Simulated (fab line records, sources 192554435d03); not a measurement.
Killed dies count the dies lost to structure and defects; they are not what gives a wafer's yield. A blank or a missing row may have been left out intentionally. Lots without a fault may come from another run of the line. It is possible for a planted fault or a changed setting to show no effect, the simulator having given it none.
Code-filled problem report in 8D (eight disciplines) form | flow n5_finfet | the parts of the form that need people (team, actions taken, sign-off) are left out

1. PROBLEM STATEMENT
run_length_s at N5_BEOL_M7_CVD_78 reads a mean of 77.9 s on 2 wafers of 1 lot; wafers without a fault read 165.0 s with a standard deviation of 0.48. That is -99 or more standard deviations from the usual mean.
The step: deposits Co from CCTBA/H2, target thk 2 nm, time 142.3 s.
Earliest sighting: wafer L266.2 on cvd_co-01 at day 11 19:56. At this step, 33 wafers from 11 lots have a number in the record. Rule for "out", or "out of limits": more than 4 standard deviations from the usual mean. The other wafers with a number count as sound.

2. WHAT IT IS, AND WHAT IT ISN'T
question                    | is                | is not
which readings at this step | run_length_s      | -
which lots                  | L266              | L257, L259, L262, L263, L264, L265, L267, L269, L277, L280
which wafers of those lots  | L266.2, L266.6    | L266.5
read on which tools         | cvd_co-01         | cvd_co-02
when                        | from day 11 19:56 | up to then (22 sound wafers); but 9 sound wafers of L269, L277, L280 came after

3. SUSPECTS, AND WHAT RULES EACH OUT
Counting: any tool at a process step up to the reading remains a suspect provided it ran every lot that is out. Sound lots after the first of them don't rule it out here, since some wafers of a struck lot are sound.
- rie_diel-04 at N5_BEOL_M7_ETCH_66 (etches SOC in N2/H2, target depth 80 nm, overetch 16 nm, time 120 s): kept. It ran the lot that is out, L266 (day 11 18:35); its last sound lot up to then is L265 (day 11 08:36).
- uv_cure-01 at N5_BEOL_M7_CURE_75 (cures SiCOH lowk, time 120 s): kept. It ran the lot that is out, L266 (day 11 19:11); its last sound lot up to then is L267 (day 11 04:59).
- cvd_co-01 at N5_BEOL_M7_CVD_78 (deposits Co from CCTBA/H2, target thk 2 nm, time 142.3 s): kept. It ran the lot that is out, L266 (day 11 19:56); its last sound lot up to then is L265 (day 11 11:43). Its own readings are out on those wafers: run_length_s.
- Within cvd_co-01 at N5_BEOL_M7_CVD_78: the wafers that are out ran in chambers 0, 1; their sound lot-mates ran in chamber 2.
Left after counting: rie_diel-04 at N5_BEOL_M7_ETCH_66, uv_cure-01 at N5_BEOL_M7_CURE_75, cvd_co-01 at N5_BEOL_M7_CVD_78.

4. THE CAUSE (what the simulator had put in)
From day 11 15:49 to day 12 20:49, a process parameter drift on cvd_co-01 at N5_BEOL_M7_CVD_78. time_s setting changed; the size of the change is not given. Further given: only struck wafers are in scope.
3 suspects survive the count, and this tool is in that group.

5. SEQUENCE OF EFFECTS, ordered by route
Each row: a reading where the mean over the struck wafers with a number is more than 3 standard deviations away from the usual. Only readings whose record carries a usual standard deviation are examined. hours: median over the lots of the time between each lot's start at the first step of this table that gives one and its start at this step. sigmas: the change, counted in usual standard deviations.
hours | step              | reading      | usual   | on struck wafers | change | sigmas
0     | N5_BEOL_M7_CVD_78 | run_length_s | 165.0 s | 77.9             | -87.1  | -99 or more
The process steps in it:
- N5_BEOL_M7_CVD_78: deposits Co from CCTBA/H2, target thk 2 nm, time 142.3 s.

6. WHAT WOULD HAVE CAUGHT IT SOONER
In this record the first reading out of limits was taken at day 11 19:56, 4 hours after the fault began at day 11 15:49.
